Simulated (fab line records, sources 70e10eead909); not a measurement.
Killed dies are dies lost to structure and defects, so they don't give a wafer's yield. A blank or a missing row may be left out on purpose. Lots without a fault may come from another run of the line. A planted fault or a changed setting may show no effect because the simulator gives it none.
Chamber matching | flow nand_harc | NHARC_P_M1_STRIP_18 on rie_diel-02: 4 sister chambers
The step strips in N2/H2. 20 wafers are shown with their chamber, then 10 later ones without.

WAFERS WITH THEIR CHAMBER
wafer  | chamber | rf_vpp_V (V) | oes_product_au (a.u.) | throttle_valve_pct (%)
L075.2 | 1       | 89.0         | 1.001                 | 14.178
L075.4 | 2       | 91.0         | 1.013                 | 14.169
L075.5 | 1       | 89.6         | 0.991                 | 14.159
L081.3 | 3       | 90.6         | 0.986                 | 14.150
L081.5 | 2       | 91.4         | 1.001                 | 14.170
L081.6 | 1       | 89.2         | 0.994                 | 14.177
L082.1 | 2       | 90.5         | 1.006                 | 14.163
L082.4 | 1       | 91.1         | 0.995                 | 14.169
L082.6 | 3       | 92.2         | 1.005                 | 14.156
L085.1 | 3       | 92.3         | 0.993                 | 14.174
L085.4 | 2       | 92.0         | 1.014                 | 14.164
L085.5 | 3       | 91.9         | 0.997                 | 14.173
L089.1 | 3       | 92.8         | 1.007                 | 14.179
L089.3 | 1       | 89.1         | 1.017                 | 14.185
L089.6 | 2       | 92.4         | 1.030                 | 14.175
L091.2 | 0       | 90.7         | 0.987                 | 14.182
L091.3 | 1       | 89.4         | 1.001                 | 14.183
L091.5 | 3       | 91.1         | 0.997                 | 14.182
L093.2 | 3       | 92.9         | 1.006                 | 14.170
L093.4 | 1       | 90.6         | 1.019                 | 14.189

SIGNATURES (means of the wafers above)
reading            | chamber 0 | chamber 1 | chamber 2 | chamber 3 | scatter within a chamber
rf_vpp_V           | 90.700    | 89.714    | 91.460    | 91.971    | 0.815
oes_product_au     | 0.98700   | 1.00257   | 1.01280   | 0.99871   | 0.00997
throttle_valve_pct | 14.18200  | 14.17714  | 14.16820  | 14.16914  | 0.0099
Rule: a wafer's distance from a chamber is the root of the sum, over the readings, of the square of ((its reading less the chamber's mean) divided by the reading's scatter). The wafer belongs to the nearest chamber; if the next one is less than 2 further off, it can't be placed. The scatter: the root of (the sum of the squares of (reading less its chamber's mean) over the shown wafers, divided by (wafers less chambers)).

WAFERS WITHOUT THEIR CHAMBER
wafer  | rf_vpp_V (V) | oes_product_au (a.u.) | throttle_valve_pct (%)
L093.5 | 90.2         | 0.995                 | 14.177
L094.2 | 89.4         | 1.004                 | 14.168
L094.3 | 88.7         | 1.015                 | 14.168
L094.5 | 91.3         | 1.009                 | 14.161
L095.3 | 91.0         | 1.010                 | 14.162
L095.4 | 88.5         | 1.014                 | 14.166
L095.6 | 91.4         | 1.010                 | 14.171
L097.1 | 89.9         | 1.005                 | 14.188
L097.4 | 92.3         | 1.005                 | 14.173
L097.5 | 90.0         | 0.971                 | 14.180

WHICH CHAMBER EACH WENT THROUGH
wafer  | from the rows above               | in truth
L093.5 | can't be placed: 1 or 0 or 3 or 2 | 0
L094.2 | can't be placed: 1 or 2 or 0      | 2
L094.3 | can't be placed: 1 or 2 or 0      | 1
L094.5 | can't be placed: 2 or 3 or 1      | 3
L095.3 | can't be placed: 2 or 3 or 1      | 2
L095.4 | can't be placed: 1 or 2 or 0      | 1
L095.6 | can't be placed: 2 or 3 or 1      | 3
L097.1 | can't be placed: 1 or 0 or 2      | 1
L097.4 | can't be placed: 3 or 2 or 0      | 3
L097.5 | can't be placed: 0 or 1           | 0
Placed correctly: 0 of 10. Can't be placed from these rows: 10 (the true chamber is among the candidates in 10). Placed wrongly: 0.
